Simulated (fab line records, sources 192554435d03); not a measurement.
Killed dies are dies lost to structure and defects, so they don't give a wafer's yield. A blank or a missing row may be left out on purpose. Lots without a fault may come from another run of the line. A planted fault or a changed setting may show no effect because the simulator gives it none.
fab line records | flow n5_finfet
record lots=9 wafers=23 last_day=17
route steps=1938 shown DUMMY_GATE@214 BEOL_M4@1111 PASSIVATION@1936
lots that met no fault: from a run of the same line without faults
start_h: hours from the record's first day to the start of the lot's first wafer shown | wait_h: hours since the lot's step before | " the same as in the row above | L1.1+2: a row that stands for several wafers | - no value, or no start given | * or withheld: withheld | < > ~ a bound
route shown NAME@n: a module of which the file shows steps, and the number in the route of the first | usual: mean/standard deviation of fault-free wafers | same: alike in all rows | chamber/n: place in a boat | sites: the reading at each site | _std_site: their standard deviation | _edge_site: outer sites' mean less inner sites' | radius_mm: how far each site lies from the wafer's centre | mask NAME#n: copy n | behind: the tool/chamber that last shaped the wafer | hold: why the lot was held/for how many hours/how that ended | device: the transistor (n, p or np) that didn't switch | end of line: the same wafers' tests at the end of the route | a step without rows: its recipe alone | killed: dies lost to structure and defects at the first sort, not the wafer's yield | map: a wafer's dies, x killed, . not, _ none there
set.NAME: the setting as run; set.NAME@STEP: as run at that earlier step | model.NAME: the simulator's own value behind a step, which no gauge read
steps of the route over a sample of lots; a table a step, a row a wafer
services: from which hour (start_h, from the record's first day; less than 0 if before it) a tool's chamber was out of use, for how many hours, and why
## steps
# step N5_DUMMY_GATE_ALD_02
# recipe material=SiO2 target_thk_a=20 temp_c=300 ald_precursor_family=BDEAS ald_co_reactant=O2-plasma pulse_time_s=1 pressure_torr=2
# usual chamber_pressure_Torr=2.000/0.0047 heater_power_outer_w=250/24 heater_power_w=454/37 precursor_pulse_height_rel=1.000/0.019
# columns lot.wafer tool chamber start_h wait_h chamber_pressure_Torr heater_power_outer_w heater_power_w precursor_pulse_height_rel
L898.2 ald_sin-01 1 38.57 0.0 1.998 220 406 0.978
L898.5 " 0 " " 1.993 226 452 0.985
L899.2 ald_sin-01 3 43.68 0.0 2.001 216 386 1.009
L899.5 " 1 " " 1.998 225 410 0.970
L899.6 " 2 " " 2.007 261 464 0.982
L905.1 ald_sin-01 1 81.41 0.0 2.004 228 416 0.971
L905.4 " 0 " " 1.998 226 462 1.000
L905.5 " 0 " " 1.990 228 467 0.985
L906.1 ald_sin-04 0 84.59 0.0 1.999 239 436 1.008
L906.4 " 1 " " 2.000 279 454 1.002
L906.5 " 3 " " 1.992 293 524 1.016
L907.1 ald_sin-01 3 92.81 0.0 2.002 224 399 0.996
L907.5 " 3 " " 2.003 227 387 0.988
L914.3 ald_sin-01 3 133.03 0.0 2.001 224 403 0.987
L914.6 " 0 " " 2.016 233 475 1.011
L915.1 ald_sin-03 2 142.23 0.9 2.005 261 476 1.010
L915.3 " 3 " " 2.003 268 478 1.012
L915.6 " 2 " " 2.013 261 464 0.998
L917.2 ald_sin-04 1 154.34 0.2 1.998 280 447 1.009
L917.3 " 3 " " 1.998 284 535 0.996
L920.2 ald_sin-01 0 169.18 0.0 2.009 229 462 0.987
L920.3 " 2 " " 1.999 266 481 1.017
L920.5 " 1 " " 2.002 225 394 0.992
# step N5_DUMMY_GATE_DESCUM_20
# recipe chemistry=O2 time_s=6.2 source_power_w=50 bias_power_w=20 pressure_mtorr=20 rf_frequency_hz=2.712e+07 temp_c=40 resist=CAR-EUV o2_flow_sccm=225
# usual drypump_motor_current_A=5.8/0.35 oes_product_au=0.80/0.076 rf_vpp_V=242.9/1.5 showerhead_plenum_p_Torr=2.08/0.08 throttle_valve_pct=20.4/0.31
# columns lot.wafer tool chamber start_h wait_h drypump_motor_current_A oes_product_au rf_hours_counter_h rf_vpp_V showerhead_plenum_p_Torr throttle_valve_pct
L898.2 rie_diel-02 0 52.64 0.0 5.2 0.80 113 243.4 2.11 20.4
L898.5 " 3 " " 6.2 0.90 - 241.8 2.02 20.0
L899.2 rie_diel-05 3 55.39 0.3 5.9 0.81 114 243.7 2.17 20.5
L899.5 " 2 " " 6.0 0.79 - 241.7 1.93 20.0
L899.6 " 3 " " 5.9 0.81 - 244.4 2.17 20.5
L905.1 rie_diel-02 3 89.92 0.0 6.2 0.88 49 241.6 2.02 20.0
L905.4 " 1 " " 6.0 0.72 170 241.2 2.02 20.6
L905.5 " 1 " " 6.0 0.72 - 242.3 2.02 20.6
L906.1 rie_diel-02 2 93.16 0.0 5.7 0.89 38 244.7 2.20 20.3
L906.4 " 1 " " 6.0 0.71 - 241.4 2.02 20.5
L906.5 " 0 " " 5.3 0.77 - 243.9 2.10 20.5
L907.1 rie_diel-06 0 101.46 0.0 6.3 0.94 21 244.4 2.15 20.5
L907.5 " 2 " " 5.6 0.79 - 243.8 2.18 20.1
L914.3 rie_diel-05 0 141.66 0.0 5.5 0.89 46 242.6 2.05 20.0
L914.6 " 1 " " 5.5 0.73 - 241.3 2.03 21.3
L915.1 rie_diel-02 2 151.09 0.0 5.7 0.85 55 245.9 2.19 20.3
L915.3 " 1 " " 6.0 0.69 189 242.7 2.01 20.6
L915.6 " 1 " " 6.0 0.69 - 241.0 2.01 20.6
L917.2 rie_diel-06 1 162.98 0.0 5.8 0.73 211 242.8 1.99 20.7
L917.3 " 2 " " 5.6 0.77 146 245.1 2.17 20.1
L920.2 rie_diel-05 1 179.67 0.0 5.5 0.72 205 242.7 2.03 21.3
L920.3 " 0 " " 5.5 0.88 58 241.7 2.05 20.1
L920.5 " 1 " " 5.5 0.73 - 242.4 2.03 21.3
# step N5_DUMMY_GATE_ETCH_44
# recipe chemistry=HBr/O2 over_etch_frac=0.7 target_depth_a=1275 stop_on=SiO2 ion_energy_ev=60 bias_w=20 target=poly-Si mask_material=SiO2 pressure_mtorr=20 icp_w=400 HBr_flow_sccm=120 O2_flow_sccm=10
# usual O2_flow_sccm=10.000/0.029 drypump_motor_current_A=5.79/0.28 oes_product_au=0.728/0.012 throttle_valve_pct=18.44/0.18
# columns lot.wafer tool chamber start_h wait_h O2_flow_sccm drypump_motor_current_A oes_product_au rf_hours_counter_h throttle_valve_pct
L898.2 rie_si-03 2 53.40 0.0 10.003 5.33 0.700 76 18.15
L898.5 " 0 " " 9.966 5.77 0.716 - 18.29
L899.2 rie_si-06 3 56.15 0.0 10.047 5.54 0.738 3 18.52
L899.5 " 0 " " 9.961 6.25 0.736 - 18.75
L899.6 " 3 " " 10.001 5.55 0.736 - 18.53
L905.1 rie_si-06 2 90.67 0.0 10.010 5.52 0.739 133 18.14
L905.4 " 3 " " 10.035 5.55 0.735 4 18.52
L905.5 " 1 " " 10.038 5.68 0.731 - 18.37
L906.1 rie_si-03 1 93.92 0.0 9.961 5.95 0.718 0 18.51
L906.4 " 3 " " 9.971 6.00 0.755 57 18.50
L906.5 " 0 " " 9.965 5.79 0.730 - 18.28
L907.1 rie_si-01 2 102.48 0.0 9.999 6.17 0.733 157 18.53
L907.5 " 0 " " 9.952 5.48 0.729 - 18.32
L914.3 rie_si-06 1 142.65 0.0 9.996 5.68 0.741 42 18.39
L914.6 " 0 " " 9.987 6.22 0.720 - 18.74
L915.1 rie_si-03 3 151.85 0.0 9.970 6.02 0.744 58 18.50
L915.3 " 0 " " 10.013 5.76 0.713 112 18.29
L915.6 " 1 " " 9.982 5.93 0.726 - 18.52
L917.2 rie_si-06 0 163.74 0.0 10.027 6.23 0.726 152 18.76
L917.3 " 2 " " 9.991 5.51 0.726 135 18.15
L920.2 rie_si-03 1 180.58 0.0 9.994 5.97 0.745 2 18.50
L920.3 " 3 " " 9.985 6.00 0.741 59 18.53
L920.5 " 0 " " 10.026 5.80 0.722 - 18.28
# step N5_DUMMY_GATE_ETCH_42
# recipe chemistry=CHF3/O2 target=SiO2 target_depth_a=35 time_s=31 ion_energy_ev=30 bias_w=12 pressure_mtorr=30 source_w=600 Ar_flow_sccm=200 CHF3_flow_sccm=50 O2_flow_sccm=5
# usual CHF3_flow_sccm=50.03/0.15 O2_flow_sccm=5.001/0.014 drypump_motor_current_A=5.8/0.34 oes_o_777_au=0.81/0.078 oes_product_au=0.81/0.078 rf_vpp_V=42.4/1.1 showerhead_plenum_p_Torr=2.39/0.1 throttle_valve_pct=18.75/0.29
# columns lot.wafer tool chamber start_h wait_h CHF3_flow_sccm O2_flow_sccm drypump_motor_current_A oes_o_777_au oes_product_au rf_hours_counter_h rf_vpp_V showerhead_plenum_p_Torr throttle_valve_pct
L898.2 rie_diel-02 3 53.66 0.1 49.87 4.991 6.2 0.85 0.90 38 43.2 2.37 18.61
L898.5 " 1 " " 50.04 5.003 6.0 0.78 0.74 - 42.2 2.29 18.63
L899.2 rie_diel-05 3 56.36 0.1 49.66 5.002 5.9 0.75 0.80 114 43.3 2.54 19.15
L899.5 " 2 " " 49.94 5.013 6.0 0.80 0.79 - 41.6 2.24 18.44
L899.6 " 1 " " 50.09 4.974 5.4 0.79 0.75 - 43.9 2.31 19.23
L905.1 rie_diel-05 3 90.96 0.2 50.30 4.966 6.0 0.74 0.79 124 43.0 2.54 19.15
L905.4 " 2 " " 49.95 4.976 6.0 0.79 1.13 108 42.9 2.24 18.47
L905.5 " 2 " " 49.96 4.989 6.0 0.78 1.13 - 42.0 2.24 18.47
L906.1 rie_diel-05 0 94.07 0.0 50.05 5.011 5.5 0.94 0.93 33 42.6 2.37 18.37
L906.4 " 1 " " 49.67 4.988 5.5 0.79 1.07 181 42.6 2.31 19.24
L906.5 " 3 " " 49.89 4.986 5.9 0.74 1.12 - 44.4 2.54 19.16
L907.1 rie_diel-02 0 102.73 0.1 50.06 4.987 5.3 0.80 0.77 130 41.6 2.39 18.63
L907.5 " 0 " " 49.98 4.978 5.3 0.80 0.78 - 41.0 2.39 18.63
L914.3 rie_diel-06 1 142.89 0.1 50.04 4.996 5.8 0.73 0.72 205 41.7 2.30 19.10
L914.6 " 1 " " 49.97 4.976 5.8 0.72 0.72 - 42.4 2.30 19.09
L915.1 rie_diel-06 0 152.01 0.0 49.64 5.005 6.3 0.90 0.87 39 39.4 2.43 18.69
L915.3 " 2 " " 50.03 5.020 5.6 0.73 0.75 143 42.5 2.53 18.66
L915.6 " 3 " " 49.99 4.979 6.5 1.01 0.97 - 41.3 2.37 18.22
L917.2 rie_diel-05 3 163.90 0.0 50.12 5.031 6.0 0.72 0.75 146 42.8 2.53 19.20
L917.3 " 2 " " 50.18 5.013 6.0 0.76 0.76 131 42.5 2.23 18.50
L920.2 rie_diel-05 1 180.88 0.2 49.98 4.996 5.5 0.76 0.73 206 42.4 2.30 19.28
L920.3 " 3 " " 49.91 4.980 5.9 0.72 0.76 150 44.4 2.53 19.21
L920.5 " 0 " " 49.92 4.984 5.5 0.89 0.90 - 42.5 2.36 18.43
# step N5_BEOL_M4_RC_MEAS_101
# usual DIBL_N=36.2/2 DIBL_P=36.1/2.4 IOFF_N=0.16/0.035 IOFF_P=0.22/0.041 ION_N=675/14 ION_P=465/8.6 SS_N=71.5/0.64 SS_P=73.2/0.76 VT_N=250/3.9 VT_P=-249/3.4
# columns lot.wafer tool chamber start_h wait_h DIBL_N[mV/V] DIBL_P[mV/V] IOFF_N[nA/um] IOFF_P[nA/um] ION_N[uA/um] ION_P[uA/um] SS_N[mV/dec] SS_P[mV/dec] VT_N[mV] VT_P[mV]
L898.2 prober-02 0 175.05 0.2 38.0 37.1 0.19 0.23 692 470 72.1 73.5 247 -248
L898.5 " 0 " " 38.1 37.0 0.19 0.22 686 465 71.9 73.8 249 -252
L899.2 prober-01 0 191.76 0.2 34.7 37.9 0.14 0.24 670 471 70.7 73.3 253 -247
L899.5 " 0 " " 35.5 37.3 0.15 0.23 667 460 71.5 73.1 252 -249
L899.6 " 0 " " 35.6 38.7 0.15 0.26 663 470 71.1 74.4 251 -245
L906.1 prober-01 0 213.22 0.0 35.8 36.1 0.17 0.22 674 459 72.0 72.8 245 -247
L906.4 " 0 " " 39.1 40.4 0.22 0.29 680 463 72.4 73.6 248 -244
L906.5 " 0 " " 36.4 37.7 0.18 0.25 686 467 70.8 74.2 248 -245
L907.1 prober-02 0 225.18 0.0 38.0 38.3 0.20 0.25 684 474 70.9 73.9 243 -247
L907.5 " 0 " " 37.2 37.9 0.18 0.25 673 469 71.1 73.4 245 -247
L905.1 prober-01 0 225.70 0.0 38.1 38.1 0.19 0.27 684 475 71.7 73.3 246 -244
L905.4 " 0 " " 35.6 34.9 0.14 0.23 669 472 71.5 72.6 253 -249
L905.5 " 0 " " 39.6 39.4 0.23 0.31 695 475 72.5 74.1 246 -244
L914.3 prober-01 0 264.55 0.3 36.6 37.2 0.16 0.23 677 472 71.4 72.4 249 -246
L914.6 " 0 " " 33.0 31.7 0.10 0.16 653 453 71.0 71.6 255 -251
L915.1 prober-02 0 272.29 0.0 34.9 33.2 0.13 0.18 677 466 70.9 72.7 251 -251
L915.3 " 0 " " 38.7 37.5 0.19 0.24 674 463 72.2 74.4 248 -247
L915.6 " 0 " " 40.8 40.7 0.24 0.28 703 472 72.0 74.0 243 -247
L917.2 prober-02 0 293.23 0.2 34.1 34.6 0.12 0.19 664 465 71.1 73.1 257 -251
L917.3 " 0 " " 36.5 36.2 0.16 0.19 652 443 72.1 74.3 251 -254
L920.2 prober-01 0 298.72 0.2 36.4 34.9 0.14 0.19 669 456 71.8 72.9 253 -251
L920.3 " 0 " " 37.7 37.5 0.19 0.22 682 464 71.5 74.7 247 -251
L920.5 " 0 " " 38.0 37.4 0.18 0.24 678 461 72.2 74.3 250 -246
# step N5_PASSIVATION_PROBE_49
# usual defect_limited_yield=91.1/1.4 killed_at_M0_to_M3=36/9.9 killed_at_M4_up=13/5.8 killed_at_contacts=14/5.9 killed_at_front_end=39/11 killed_at_other=3.4/2.9 killed_dies=105/17 killed_open=70/13 killed_short=34/7.3 sort_bin_5_function=5.3/1 sort_bin_6_memory=3.3/0.62 sort_n_pass=1075/17 sort_yield_pct=91.1/1.4
# same gross_dies=1180 killed_at_back_side=0 sort_bin_4_leakage[%]=0 sort_bin_8_speed[%]=0
# columns lot.wafer tool chamber start_h wait_h defect_limited_yield[%] killed_at_M0_to_M3 killed_at_M4_up killed_at_contacts killed_at_front_end killed_at_other killed_dies killed_open killed_short sort_bin_5_function[%] sort_bin_6_memory[%] sort_n_pass sort_yield_pct[%]
L899.2 prober-02 - 294.06 0.1 90.6 43 9 9 42 8 111 78 33 5.1 4.2 1069 90.6
L899.5 prober-02 - 294.21 0.2 89.5 55 8 9 48 4 124 87 37 7.3 3.1 1056 89.5
L899.6 prober-02 - 294.26 0.3 93.3 33 11 10 23 2 79 51 28 3.3 3.1 1101 93.3
L914.3 prober-01 - 379.18 0.1 88.9 56 16 16 42 1 131 92 38 6.9 3.6 1049 88.9
L914.6 prober-01 - 379.33 0.3 89.2 47 14 25 41 0 127 82 44 6.6 3.7 1053 89.2
# killed by level:class
L899.2 STI_FIN_REVEAL:geometric_particle:open=18 BEOL_M0_SAQP:geometric_particle:short=14 BEOL_M3:geometric_particle:open=10 DUMMY_GATE:geometric_particle:open=8 MOL_CONTACT_COAG:geometric_particle:open=8 BEOL_M0_SAQP:geometric_particle:open=7 BEOL_M0:geometric_particle:open=5 STI_FIN_REVEAL:geometric_particle:short=4
L899.5 STI_FIN_REVEAL:geometric_particle:open=18 BEOL_M0_SAQP:geometric_particle:open=14 BEOL_M0:geometric_particle:open=11 BEOL_M0_SAQP:geometric_particle:short=9 BEOL_M2:geometric_particle:open=7 MOL_CONTACT_COAG:geometric_particle:open=6 BEOL_M2:geometric_particle:short=5 BEOL_M3:geometric_particle:open=5
L899.6 BEOL_M3:geometric_particle:open=8 BEOL_M2:geometric_particle:open=7 MOL_CONTACT_COAG:geometric_particle:open=6 BEOL_M0_SAQP:geometric_particle:short=6 BEOL_M3:geometric_particle:short=5 STI_FIN_REVEAL:geometric_particle:open=5 STI_FIN_REVEAL:geometric_particle:short=4 MOL_CONTACT_COAG:geometric_particle:short=4
L914.3 BEOL_M2:geometric_particle:open=18 STI_FIN_REVEAL:geometric_particle:open=17 MOL_CONTACT_COAG:geometric_particle:open=15 BEOL_M0_SAQP:geometric_particle:open=13 BEOL_M0_SAQP:geometric_particle:short=12 BEOL_M1:geometric_particle:open=7 FIN_SAQP:geometric_particle:short=6 BEOL_M4:geometric_particle:open=5
L914.6 MOL_CONTACT_COAG:geometric_particle:open=21 BEOL_M0_SAQP:geometric_particle:short=15 STI_FIN_REVEAL:geometric_particle:open=14 BEOL_M0_SAQP:geometric_particle:open=12 BEOL_M2:geometric_particle:open=9 GATE_CUT:geometric_particle:short=7 FIN_SAQP:geometric_particle:short=4 BEOL_M5:geometric_particle:open=4
## services
# columns tool chamber start_h hours kind
ald_sin-04 1 21.00 12.7 repair
rie_diel-06 2 24.18 3.1 repair
rie_diel-05 0 37.71 7.3 repair
ald_sin-04 0 37.74 10.8 repair
rie_diel-05 1 39.67 8.3 repair
ald_sin-01 - 45.06 2.3 repair
rie_si-06 2 50.87 31.8 repair
ald_sin-03 1 51.05 2.6 repair
rie_si-03 1 54.16 1.3 repair
ald_sin-03 0 56.32 12.8 repair
ald_sin-04 2 62.30 2.0 repair
rie_si-03 1 70.86 - clean
rie_si-03 1 70.86 14.6 scheduled_down
rie_si-03 1 70.86 14.6 vent_cycle
rie_diel-06 2 78.18 2.0 repair
ald_sin-03 - 86.24 14.0 pm
rie_diel-02 3 92.77 4.0 repair
rie_diel-06 3 114.49 7.7 repair
rie_diel-06 3 122.23 - clean
rie_diel-06 3 122.23 - consumable_replace:focus_ring
rie_diel-06 3 122.23 20.7 scheduled_down
rie_diel-05 1 130.42 3.7 repair
rie_si-01 2 142.10 2.6 repair
rie_si-03 2 177.27 8.2 repair
## key
first_sign step=N5_DUMMY_GATE_ETCH_42 reading=oes_product_au direction=up sigmas=3.9 usual=0.81 struck=1.11
effect none on later readings
met_at N5_DUMMY_GATE_ETCH_42
struck_lots L905,L906
struck_wafers L905.4,L905.5,L906.4,L906.5
not_acting_at N5_DUMMY_GATE_ALD_02,N5_DUMMY_GATE_DESCUM_20,N5_DUMMY_GATE_ETCH_44
onset_between 56.36 90.96
fault kind=process_parameter_drift tool=rie_diel-05 chamber=- onset_h=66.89 steps=N5_DUMMY_GATE_ETCH_42 channel=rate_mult offset=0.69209 shape=step end_h=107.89 scope=struck_wafers_only
